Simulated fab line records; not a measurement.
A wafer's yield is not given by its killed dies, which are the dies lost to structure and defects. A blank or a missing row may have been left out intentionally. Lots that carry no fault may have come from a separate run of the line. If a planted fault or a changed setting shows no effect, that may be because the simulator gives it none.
Matching of chambers :: flow n5 finfet :: N5_BEOL_M5_TRENCH_ETCH_37 on rie diel-03: 4 sister chambers
The step etches SiCOH lowk in C4F6/O2, target depth 71.652 nm, time 24.7 s. 8 wafers are shown with their chamber, then 7 later ones without.

WAFERS, EACH WITH ITS CHAMBER
wafer: L919.3
chamber: 1
drypump motor current A (A): 4.7
showerhead plenum p Torr (Torr): 2.91

wafer: L918.5
chamber: 0
drypump motor current A (A): 5.3
showerhead plenum p Torr (Torr): 2.77

wafer: L922.6
chamber: 3
drypump motor current A (A): 6.6
showerhead plenum p Torr (Torr): 2.84

wafer: L924.1
chamber: 2
drypump motor current A (A): 5.7
showerhead plenum p Torr (Torr): 2.91

wafer: L924.2
chamber: 0
drypump motor current A (A): 5.3
showerhead plenum p Torr (Torr): 2.77

wafer: L924.5
chamber: 1
drypump motor current A (A): 4.8
showerhead plenum p Torr (Torr): 2.90

wafer: L928.1
chamber: 2
drypump motor current A (A): 5.7
showerhead plenum p Torr (Torr): 2.91

wafer: L928.4
chamber: 3
drypump motor current A (A): 6.6
showerhead plenum p Torr (Torr): 2.84

WAFERS WITH NO CHAMBER GIVEN
wafer: L928.5
drypump motor current A (A): 4.8
showerhead plenum p Torr (Torr): 2.90

wafer: L929.5
drypump motor current A (A): 5.7
showerhead plenum p Torr (Torr): 2.91

wafer: L929.6
drypump motor current A (A): 6.6
showerhead plenum p Torr (Torr): 2.83

wafer: L938.1
drypump motor current A (A): 5.3
showerhead plenum p Torr (Torr): 2.76

wafer: L938.4
drypump motor current A (A): 4.8
showerhead plenum p Torr (Torr): 2.89

wafer: L938.5
drypump motor current A (A): 6.6
showerhead plenum p Torr (Torr): 2.83

wafer: L937.3
drypump motor current A (A): 5.3
showerhead plenum p Torr (Torr): 2.76

WHICH CHAMBER EACH ONE RAN IN
wafer: L928.5
from the rows above: 1
in truth: 1

wafer: L929.5
from the rows above: 2
in truth: 2

wafer: L929.6
from the rows above: 3
in truth: 3

wafer: L938.1
from the rows above: 0
in truth: 0

wafer: L938.4
from the rows above: 1
in truth: 1

wafer: L938.5
from the rows above: 3
in truth: 3

wafer: L937.3
from the rows above: 0
in truth: 0
Correct placement for 7 of the 7. Left unplaced by these rows: 0. Wrongly placed: 0.
How it was worked out, from the rows above alone: a wafer's distance from a chamber is the root of the sum, over the readings, of the square of ((its reading less the chamber's mean) divided by the reading's scatter). If the next closest chamber is less than 2 further off than the closest, the wafer can't be placed; otherwise it belongs to the closest. The mean given for a chamber averages the wafers shown for that chamber. The scatter: the root of (the sum of the squares of (reading less its chamber's mean) over the shown wafers, divided by (wafers less chambers)).
